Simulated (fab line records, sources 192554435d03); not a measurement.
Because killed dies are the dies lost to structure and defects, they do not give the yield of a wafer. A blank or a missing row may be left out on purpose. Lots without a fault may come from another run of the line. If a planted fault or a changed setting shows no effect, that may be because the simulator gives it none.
Chamber matching + flow n5_finfet + 4 sister chambers for N5_FIN_SAQP_ETCH_65 on rie_si-04
The step etches SiO2 in CF4, target depth 4 nm, time 4.4 s. 7 wafers are shown with their chamber, then 8 later ones without.

## WAFERS, EACH WITH ITS CHAMBER
| wafer  | chamber | throttle_valve_pct (%) | drypump_motor_current_A (A) |
|--------|---------|------------------------|-----------------------------|
| L081.1 | 3       | 21.88                  | 6.0                         |
| L081.2 | 2       | 22.14                  | 5.9                         |
| L083.6 | 2       | 22.15                  | 6.0                         |
| L086.1 | 0       | 21.94                  | 6.5                         |
| L086.3 | 3       | 21.86                  | 6.0                         |
| L086.4 | 1       | 21.64                  | 5.9                         |
| L087.2 | 1       | 21.66                  | 5.9                         |

## WAFERS WHOSE CHAMBER IS MISSING
| wafer  | throttle_valve_pct (%) | drypump_motor_current_A (A) |
|--------|------------------------|-----------------------------|
| L087.3 | 21.89                  | 5.9                         |
| L087.4 | 21.94                  | 6.5                         |
| L096.2 | 21.86                  | 6.0                         |
| L096.4 | 21.65                  | 5.9                         |
| L096.6 | 21.88                  | 6.0                         |
| L097.2 | 21.64                  | 5.9                         |
| L097.3 | 22.13                  | 6.0                         |
| L097.6 | 21.92                  | 6.5                         |

## THE CHAMBER EACH PASSED THROUGH
| wafer  | from the rows above | in truth |
|--------|---------------------|----------|
| L087.3 | 3                   | 3        |
| L087.4 | 0                   | 0        |
| L096.2 | 3                   | 3        |
| L096.4 | 1                   | 1        |
| L096.6 | 3                   | 3        |
| L097.2 | 1                   | 1        |
| L097.3 | 2                   | 2        |
| L097.6 | 0                   | 0        |
Correctly placed: 8 of 8. Not placeable from these rows: 0. Wrongly placed: 0.
How it was worked out, from the rows above alone: a wafer's distance from a chamber is the root of the sum, over the readings, of the square of ((its reading less the chamber's mean) divided by the reading's scatter). If the next closest chamber is less than 2 further off than the closest, the wafer can't be placed; otherwise it belongs to the closest. For every chamber, the mean is computed from those of its wafers that are shown. The scatter is the square root of a quotient: the sum, over the shown wafers, of each reading's squared deviation from its chamber's mean, divided by wafers minus chambers.
